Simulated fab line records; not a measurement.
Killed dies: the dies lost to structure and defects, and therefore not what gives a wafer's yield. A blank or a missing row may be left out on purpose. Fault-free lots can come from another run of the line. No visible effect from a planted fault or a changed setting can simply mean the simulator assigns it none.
Lot-split experiment ; flow n5_finfet ; 21 wafers read from 7 lots, route of 1938 steps

== SPLIT DETAILS ==
At N5_BEOL_M6_EXPOSE_25 (exposes mask V5, target cd 40 nm), the setting dose_mj was moved away from the recipe's 45 on 8 of the 21 wafers read, by -2.3% to +7.3%. For the rest of the wafers, this setting stayed at what the recipe calls for.

== FROM THE SPLIT TO THE READING: what the file shows between them, 2 steps ==
- N5_BEOL_M6_PEB_26: peb time 60 s
- N5_BEOL_M6_DEVELOP_27: develop time 30 s

== THE READING ==
At N5_BEOL_M6_CD_MEAS_28: cd_nm in nanometres, against a target cd of 40 nm. Fault-free wafers of this fab line usually give 40.04 nm, standard deviation 0.22 nm.

wafer;tool, chamber at the split;dose_mj as run;against the recipe;cd_nm, nm;against lot-mates on the recipe
L081.1;euv_scanner-02, 0;45;recipe;39.97;-
L081.3;euv_scanner-02, 0;43.97;-2.3%;39.46;-0.51
L081.6;euv_scanner-02, 0;43.97;-2.3%;39.30;-0.67
L082.1;euv_scanner-02, 0;45;recipe;40.13;-
L082.4;euv_scanner-02, 0;45;recipe;40.17;-
L082.5;euv_scanner-02, 0;45;recipe;40.12;-
L084.3;euv_scanner-02, 0;44.15;-1.9%;39.63;-0.43
L084.4;euv_scanner-02, 0;45;recipe;40.18;-
L084.6;euv_scanner-02, 0;45;recipe;39.94;-
L085.1;euv_scanner-02, 0;45;recipe;40.65;-
L085.3;euv_scanner-02, 0;47.66;+5.9%;41.42;+0.97
L085.5;euv_scanner-02, 0;45;recipe;40.25;-
L088.4;euv_scanner-02, 0;45.97;+2.2%;40.42;+0.37
L088.5;euv_scanner-02, 0;45;recipe;40.05;-
L088.6;euv_scanner-02, 0;45.97;+2.2%;39.98;-0.07
L096.1;euv_scanner-01, 0;45;recipe;40.26;-
L096.2;euv_scanner-01, 0;45;recipe;40.03;-
L096.4;euv_scanner-01, 0;45;recipe;39.71;-
L097.1;euv_scanner-02, 0;45;recipe;40.14;-
L097.4;euv_scanner-02, 0;48.3;+7.3%;41.58;+1.44
L097.5;euv_scanner-02, 0;48.3;+7.3%;41.47;+1.33

THE FIT
A straight line over all 21 wafers: cd_nm changes by +0.206 nm for each +1% of dose_mj; r = +0.93; the points scatter about the line by 0.23 nm.
The same after taking each lot's own level away (the mean of its wafers on the recipe; 21 wafers): +0.188 nm for each +1%; r = +0.95; scatter 0.17 nm.
Per that fit: largest dose_mj move, reading shift of 1.4 nm.
The span of the lots' own levels, 39.970 to 40.450 nm, comes to 2.2 times the standard deviation stated above.
Hence the slope depends on the lot-to-lot level, as the two fits are not the same.
Check: +1.27 nm against its lot-mates is what the line predicts for one of the wafers moved furthest among these (+7.3%) when that wafer is left out of the fit. Against them it came out at +1.44 nm.

== FURTHER SPLITS ON THESE WAFERS ==
Before the reading, these wafers also passed through other splits. Each is held against what the fit with the lots' levels taken away leaves over:
other split on the same wafers;wafers away from the commonest value;r with cd_nm (lot level and that fit taken away)
N5_BEOL_M6_ETCH_62 time_s;4;-0.29

== THE WHOLE CHAIN: every reading that the file lists as answering this split, in the file's order ==
step;what it does;reading;change (the file's fit);r (the file's)
N5_BEOL_M6_CD_MEAS_28;target cd 40 nm;cd_nm;+0.18 nm for each +1% of the setting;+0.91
N5_BEOL_M6_DESCUM_33;chemistry O2, time 7 s;BEOL_M6.cd_nm (the simulator's own value, which no gauge read);+0.234 nm for each +1% of the setting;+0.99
N5_BEOL_M6_ETCH_65;etches SiARC in CF4, target depth 15.6 nm, time 26 s;BEOL_M6.cd_nm (the simulator's own value, which no gauge read);+0.237 nm for each +1% of the setting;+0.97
N5_BEOL_M6_VIA_ETCH_34;etches SiCOH lowk in C4F6/O2, target depth 126.3 nm, time 50.9 s;BEOL_M6.cd_nm (the simulator's own value, which no gauge read);+0.214 nm for each +1% of the setting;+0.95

== THE FILE'S OWN FIT ==
cd_nm changes by +0.18 nm for each +1% of dose_mj, r = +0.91.
